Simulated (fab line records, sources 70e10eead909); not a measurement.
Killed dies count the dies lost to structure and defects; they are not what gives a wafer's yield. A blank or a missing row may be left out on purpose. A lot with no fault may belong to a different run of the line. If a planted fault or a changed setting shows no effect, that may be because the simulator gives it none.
fab line records ; flow nandHarc
record lots=4; wafers=12; lastDay=31
route steps=1302 shown A_CHANNEL_HOLE_D2@570 END@1302
lots with no fault: from the same line, run without faults
startH: start of the lot's first displayed wafer, in hours after the record's first day ; waitH: hours since the lot's step before ; " unchanged from the row above ; L1.1+2: a row that stands for several wafers ; - no value, or no start was given ; * or withheld: withheld ; < > ~ a bound
route shown NAME@n: names a module that has steps shown in the file, with the first one's number in the route ; usual: mean/standard deviation of fault-free wafers ; same: alike in all rows ; chamber/n: place in a boat ; sites: readings site by site ; _std_site: how widely they spread, as a standard deviation ; _edge_site: the outer-site mean with the inner-site mean subtracted ; radiusMm: for every site, how far away it sits from the centre of the wafer ; mask NAME#n: copy n ; behind: the last tool/chamber to shape the wafer ; hold: reason for holding the lot/hours on hold/outcome of the hold ; device: names the non-switching transistor (n, p or np) ; end of line: the tests these same wafers got at the end of their route ; step lacking rows: just its recipe ; killed: the dies lost at the first sort to structure and to defects; this is not the yield of the wafer ; map: shows each die of a wafer: x if killed, . if not, _ if none is there
set.NAME: the setting as run; set.NAME@STEP: as run at that earlier step ; model.NAME: the simulator's own value behind a step, which no gauge read
lots seen at some steps along the route; tables by step, rows by wafer
services: from which hour (startH, from the record's first day; less than 0 if before it) a tool's chamber was out of use, for how many hours, and why
## steps
# step NHARC_A_CHANNEL_HOLE_D2_DEP_00
# recipe targetThkA=31000; tempC=400; material=aC
# step NHARC_A_CHANNEL_HOLE_D2_DEP_01
# recipe targetThkA=1400; targetThkNm=140; tempC=400; pressureTorr=3.5; flowSccm=200; rfW=350; material=SiON
# step NHARC_A_CHANNEL_HOLE_D2_DEHYDRATE_02
# recipe tempC=150; timeS=120
# step NHARC_A_CHANNEL_HOLE_D2_HMDS_03
# recipe timeS=30
# step NHARC_A_CHANNEL_HOLE_D2_COAT_36
# recipe tempC=260; timeS=75
# step NHARC_A_CHANNEL_HOLE_D2_COAT_37
# recipe tempC=225; timeS=65
# step NHARC_A_CHANNEL_HOLE_D2_COAT_04
# recipe spinRpm=1500; resistThkNm=90
# step NHARC_A_CHANNEL_HOLE_D2_SOFTBAKE_05
# recipe tempC=105; timeS=55
# step NHARC_A_CHANNEL_HOLE_D2_EBR_06
# step NHARC_A_CHANNEL_HOLE_D2_EXPOSE_07
# recipe na=1.35; targetCdNm=100; sigmaOuter=0.3; doseMj=59.65; maskId=HOLE_D2
# step NHARC_A_CHANNEL_HOLE_D2_PEB_08
# recipe pebTempC=100; pebTimeS=65
# step NHARC_A_CHANNEL_HOLE_D2_DEVELOP_09
# recipe developTimeS=35; devTempC=23
# usual resistLineTempC=23.00/0.095
lot.wafer;tool;chamber;startH;waitH;resistLineTempC
L505.3;lithoTrack-01;0;370;-;23.07
L505.5;lithoTrack-01;0;370;-;23.01
L505.6;lithoTrack-01;0;370;-;22.91
L507.1;lithoTrack-06;0;392;-;22.99
L507.2;lithoTrack-06;0;392;-;23.02
L507.6;lithoTrack-06;0;392;-;23.04
L514.1;lithoTrack-06;0;454;-;22.86
L514.2;lithoTrack-06;0;454;-;22.99
L514.4;lithoTrack-06;0;454;-;22.87
L516.4;lithoTrack-06;0;475;-;22.89
L516.5;lithoTrack-06;0;475;-;22.99
L516.6;lithoTrack-06;0;475;-;22.85
# step NHARC_A_CHANNEL_HOLE_D2_CD_MEAS_10
# recipe targetCdNm=100; landingEnergyEv=500
# usual cdNm=99.9/0.52
lot.wafer;tool;chamber;startH;waitH;cdNm
L505.3;cdSem-01;0;370.72;-;100.5
L505.5;cdSem-01;0;370.72;-;99.9
L505.6;cdSem-01;0;370.72;-;100.3
L507.1;cdSem-01;0;392.59;-;99.6
L507.2;cdSem-01;0;392.59;-;99.9
L507.6;cdSem-01;0;392.59;-;100.3
L514.1;cdSem-01;0;454.08;-;99.1
L514.2;cdSem-01;0;454.08;-;100.0
L514.4;cdSem-01;0;454.08;-;102.2
L516.4;cdSem-01;0;475.83;-;101.9
L516.5;cdSem-01;0;475.83;-;101.0
L516.6;cdSem-01;0;475.83;-;99.8
# step NHARC_A_CHANNEL_HOLE_D2_DESCUM_15
# recipe timeS=3; o2FlowSccm=200; arFlowSccm=0; biasPowerW=0; chemistry=O2
# usual chamberPressureMTorr=60.00/0.052; drypumpMotorCurrentA=5.7/0.58; oesProductAu=1.002/0.011; rfVppV=57.8/0.77; showerheadPlenumPTorr=1.92/0.077; throttleValvePct=11.310/0.0096
lot.wafer;tool;chamber;startH;waitH;chamberPressureMTorr;drypumpMotorCurrentA;oesProductAu;rfHoursCounterH;rfVppV;showerheadPlenumPTorr;throttleValvePct;model.A_CHANNEL_HOLE_D2.cdNm
L505.3;rieDiel-06;0;370.92;0.1;59.93;6.2;1.004;3.1;57.9;2.01;11.314;99.56
L505.5;rieDiel-06;2;370.92;0.1;59.96;6.2;1.014;-;57.8;1.81;11.305;99.54
L505.6;rieDiel-06;3;370.92;0.1;59.94;4.9;1.008;-;58.9;1.98;11.299;99.98
L507.1;rieDiel-11;3;392.78;0.1;59.97;5.8;1.011;5.7;56.6;1.80;11.304;99.99
L507.2;rieDiel-11;0;392.78;0.1;59.92;5.7;0.991;5.3;59.1;2.03;11.305;100.3
L507.6;rieDiel-11;3;392.78;0.1;60.03;5.8;1.013;-;56.2;1.80;11.295;100.3
L514.4;rieDiel-11;3;454.27;0.1;60.00;5.7;1.011;0.5;57.0;1.80;11.318;102.1
L514.1;rieDiel-11;0;454.27;0.1;60.03;5.7;1.009;0.4;57.2;2.03;11.332;99.49
L514.2;rieDiel-11;1;454.27;0.1;59.97;4.8;0.994;0.4;57.2;2.03;11.307;100.3
L516.4;rieDiel-09;1;476.02;0.1;60.04;6.1;0.995;5.7;57.4;1.93;11.318;102
L516.5;rieDiel-09;3;476.02;0.1;60.02;5.5;1.016;-;56.8;1.90;11.309;100.3
L516.6;rieDiel-09;0;476.02;0.1;59.96;6.5;1.007;-;57.5;1.85;11.313;99.63
# step NHARC_A_CHANNEL_HOLE_D2_ETCH_38
# recipe targetDepthA=390; overEtchFrac=0.3; timeS=65; ionEnergyEv=80; cf4FlowSccm=150; arFlowSccm=0; rfW=300; biasW=100; chemistry=CF4
# step NHARC_A_CHANNEL_HOLE_D2_ETCH_39
# recipe targetDepthA=2600; overEtchFrac=0.3; timeS=325; ionEnergyEv=200; n2FlowSccm=150; h2FlowSccm=150; arFlowSccm=0; rfW=400; biasW=150; chemistry=N2/H2
# step NHARC_A_CHANNEL_HOLE_D2_ETCH_34
# recipe targetDepthA=1540; timeS=77; cf4FlowSccm=100; chf3FlowSccm=30; arFlowSccm=0; rfW=500; biasW=200; chemistry=CF4/CHF3
# step NHARC_A_CHANNEL_HOLE_D2_ETCH_16
# recipe targetDepthA=31000; overEtchFrac=0.3; timeS=806; ionEnergyEv=150; o2FlowSccm=400; cosFlowSccm=20; arFlowSccm=0; rfW=500; biasW=300; chemistry=O2/COS
# step NHARC_A_CHANNEL_HOLE_D2_ETCH_19
# recipe biasV=1200; sourceW=2500; pressureMtorr=15; timeS=34.5; arFlowSccm=375; c4f8FlowSccm=28.8; o2FlowSccm=96.2; tempC=-20; targetDepthA=*; chemistry=C4F8/O2/Ar
# step NHARC_A_CHANNEL_HOLE_D2_ETCH_20
# recipe biasV=3000; sourceW=withheld; pressureMtorr=20; timeS=361.9; arFlowSccm=375; c4f8FlowSccm=89.3; o2FlowSccm=35.7; tempC=-20; targetDepthA=16000; chemistry=C4F8/O2/Ar
# step NHARC_A_CHANNEL_HOLE_D2_ETCH_21
# recipe biasV=3000; sourceW=withheld; pressureMtorr=20; timeS=514.3; arFlowSccm=375; c4f8FlowSccm=89.3; o2FlowSccm=35.7; tempC=-20; targetDepthA=16000; chemistry=C4F8/O2/Ar
# step NHARC_A_CHANNEL_HOLE_D2_ETCH_22
# recipe biasV=3000; sourceW=withheld; pressureMtorr=20; timeS=666.7; arFlowSccm=375; c4f8FlowSccm=89.3; o2FlowSccm=35.7; tempC=-20; targetDepthA=16000; chemistry=C4F8/O2/Ar
# step NHARC_A_CHANNEL_HOLE_D2_ETCH_23
# recipe biasV=5000; sourceW=withheld; pressureMtorr=20; timeS=819; arFlowSccm=375; c4f8FlowSccm=89.3; o2FlowSccm=35.7; tempC=-20; targetDepthA=16000; chemistry=C4F8/O2/Ar
# step NHARC_A_CHANNEL_HOLE_D2_ETCH_24
# recipe biasV=5000; sourceW=withheld; pressureMtorr=20; timeS=906.2; arFlowSccm=375; c4f8FlowSccm=93.8; o2FlowSccm=31.2; tempC=-20; targetDepthA=15000; chemistry=C4F8/O2/Ar
# step NHARC_A_CHANNEL_HOLE_D2_ETCH_25
# recipe biasV=5000; sourceW=withheld; pressureMtorr=20; timeS=1040.2; arFlowSccm=375; c4f8FlowSccm=93.8; o2FlowSccm=31.2; tempC=-20; targetDepthA=15000; chemistry=C4F8/O2/Ar
# step NHARC_A_CHANNEL_HOLE_D2_ETCH_26
# recipe biasV=300; sourceW=2000; pressureMtorr=30; timeS=224.1; arFlowSccm=375; c4f8FlowSccm=11.4; o2FlowSccm=113.6; tempC=-20; targetDepthA=3000; chemistry=C4F8/O2/Ar
# step NHARC_A_CHANNEL_HOLE_D2_ETCH_27
# recipe biasV=400; sourceW=2000; pressureMtorr=25; timeS=90; arFlowSccm=375; c4f8FlowSccm=41.7; o2FlowSccm=83.3; tempC=-20; targetDepthA=4000; chemistry=C4F8/O2/Ar
# step NHARC_A_CHANNEL_HOLE_D2_STRIP_41
# recipe n2FlowSccm=150; h2FlowSccm=150; arFlowSccm=0; biasW=0; chemistry=N2/H2
# step NHARC_A_CHANNEL_HOLE_D2_STRIP_42
# recipe cf4FlowSccm=100; chf3FlowSccm=30; arFlowSccm=0; biasW=0; chemistry=CF4/CHF3
# step NHARC_A_CHANNEL_HOLE_D2_STRIP_43
# recipe o2FlowSccm=400; cosFlowSccm=20; arFlowSccm=0; biasW=0; chemistry=O2/COS
# step NHARC_A_CHANNEL_HOLE_D2_ETCH_44
# recipe targetDepthA=1400; overetchA=140; timeS=77; ionEnergyEv=100; cf4FlowSccm=80; o2FlowSccm=20; arFlowSccm=0; rfW=300; biasW=100; chemistry=CF4/O2
# usual chamberPressureMTorr=30.001/0.028; drypumpMotorCurrentA=5.8/0.61; oesProductAu=1.001/0.0092; rfVppV=197.8/1.4; showerheadPlenumPTorr=1.34/0.047; throttleValvePct=13.398/0.0095
lot.wafer;tool;chamber;startH;waitH;chamberPressureMTorr;drypumpMotorCurrentA;oesProductAu;rfHoursCounterH;rfVppV;showerheadPlenumPTorr;throttleValvePct;model.A_CHANNEL_HOLE_D2.cdNm
L505.3;rieDiel-06;0;379.58;0.1;29.999;6.3;0.996;3.9;198.2;1.40;13.406;88.28
L505.5;rieDiel-06;0;379.58;0.1;30.041;6.3;0.995;-;200.8;1.40;13.399;87.68
L505.6;rieDiel-06;1;379.58;0.1;29.974;4.9;0.990;-;198.1;1.34;13.389;89.44
L507.2;rieDiel-06;0;398.71;0.1;29.959;6.3;0.998;4.3;198.5;1.40;13.396;88.87
L507.1;rieDiel-06;1;398.71;0.1;29.985;4.9;0.997;5.0;197.9;1.34;13.402;90.42
L507.6;rieDiel-06;0;398.71;0.1;30.002;6.3;1.003;-;198.9;1.40;13.393;89
L514.4;rieDiel-11;1;463.29;0.1;29.981;4.8;0.994;1.1;198.8;1.41;13.411;92.33
L514.2;rieDiel-11;3;463.29;0.1;29.988;5.7;1.006;1.0;196.1;1.26;13.393;89.87
L514.1;rieDiel-11;0;463.29;0.1;29.981;5.7;1.012;1.2;198.5;1.42;13.390;88.1
L516.4;rieDiel-09;2;484.83;0.1;30.021;6.4;0.996;6.6;198.6;1.34;13.421;94.22
L516.5;rieDiel-09;2;484.83;0.1;29.955;6.4;1.003;-;197.4;1.34;13.398;90.64
L516.6;rieDiel-09;3;484.83;0.1;30.022;5.4;1.010;-;197.4;1.32;13.389;90.06
# step NHARC_A_CHANNEL_HOLE_D2_STRIP_28
# recipe o2FlowSccm=500; arFlowSccm=0; biasW=0; chemistry=O2
# step NHARC_END_SORT_01
# recipe tempC=25
# usual killedAtArray=57/17; killedAtOther=0.5/0.82; killedAtPeriphery=4.0/2.8; killedDies=61/18; killedOpen=2.9/2; killedShort=2.3/1.7
# same grossDies=677
lot.wafer;tool;chamber;startH;waitH;killedAtArray;killedAtOther;killedAtPeriphery;killedDies;killedOpen;killedShort
L505.3;prober-02;0;639.66;3.1;53;0;6;59;5;1
L505.5;prober-02;0;641.24;3.7;56;1;3;60;3;4
L505.6;prober-02;0;642.03;3.9;73;0;7;80;7;1
# killed by level:class
L505.3 A_SLIT:chamberFilmFlake=28 A_CHANNEL_HOLE_D2:chamberFilmFlake=11 A_STAIRCASE:chamberFilmFlake=5 A_CHANNEL_HOLE_D1:chamberFilmFlake=2 A_DECK1_JOINT:chamberFilmFlake=2 P_STI:geometricParticle:open=1 P_M0:geometricParticle:short=1 P_M0:geometricParticle:open=1
L505.5 A_SLIT:chamberFilmFlake=27 A_CHANNEL_HOLE_D2:chamberFilmFlake=15 A_STAIRCASE:chamberFilmFlake=6 A_CHANNEL_HOLE_D1:chamberFilmFlake=3 P_M1:geometricParticle:open=2 A_CHANNEL_FILL_D1:geometricParticle:short=1 A_DECK1_JOINT:geometricParticle:short=1 A_CHANNEL_HOLE_D2:geometricParticle:short=1
L505.6 A_SLIT:chamberFilmFlake=31 A_CHANNEL_HOLE_D2:chamberFilmFlake=15 A_CHANNEL_HOLE_D1:chamberFilmFlake=9 A_STAIRCASE:chamberFilmFlake=5 A_DECK1_JOINT:chamberFilmFlake=3 P_M0:geometricParticle:open=2 P_M2:chamberFilmFlake=2 A_CONTACT:chamberFilmFlake=2
## services
tool;chamber;startH;hours;kind
lithoTrack-06;-;354.00;7.0;pm
rieDiel-11;0;362.50;-;clean
rieDiel-11;1;362.50;-;clean
rieDiel-11;2;362.50;-;clean
rieDiel-11;3;362.50;-;clean
rieDiel-06;0;365.37;-;clean
rieDiel-06;1;365.37;-;clean
rieDiel-06;2;365.37;-;clean
rieDiel-06;3;365.37;-;clean
rieDiel-09;2;376.29;6.3;repair
rieDiel-09;0;380.55;5.1;repair
rieDiel-11;0;387.00;-;clean
rieDiel-11;1;387.00;-;clean
rieDiel-11;2;387.00;-;clean
rieDiel-06;1;388.48;7.5;repair
rieDiel-09;-;389.95;12.7;repair
rieDiel-11;2;394.70;2.8;repair
rieDiel-06;2;405.22;15.9;repair
rieDiel-11;0;420.12;22.7;repair
rieDiel-11;-;432.50;9.0;pm
rieDiel-09;2;447.16;8.6;repair
rieDiel-06;1;468.04;6.4;repair
rieDiel-11;1;474.23;6.2;repair
rieDiel-06;-;484.25;9.0;pm
## key
firstSign step=NHARC_A_CHANNEL_HOLE_D2_CD_MEAS_10; reading=cdNm; direction=up; sigmas=3.5; usual=99.9; struck=101.7
effect none on later readings
modelEffect step=NHARC_A_CHANNEL_HOLE_D2_DESCUM_15; value=A_CHANNEL_HOLE_D2.cdNm; without=99.42; struck=101.5
modelEffect step=NHARC_A_CHANNEL_HOLE_D2_ETCH_44; value=A_CHANNEL_HOLE_D2.cdNm; without=90.35; struck=92.39
metAt NHARC_A_CHANNEL_HOLE_D2_DEVELOP_09
struckWafers L514.4,L516.4,L516.5
testerLeftOut L514,L516
onsetBetween 392 454
fault kind=processParameterDrift; tool=lithoTrack-06; chamber=-; onsetH=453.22; steps=NHARC_A_CHANNEL_HOLE_D2_DEVELOP_09; channel=developTimeS; offset=*; shape=step; endH=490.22; scope=struckWafersOnly; actsIn=*; stated=*
# testerLeftOut: of these lots the tester's yield and bins aren't shown, on N5 and GAA mostly nor the transistor test; their killed dies are dies lost to structure and defects alone, not to doping, threshold or leakage, so they don't give the yield
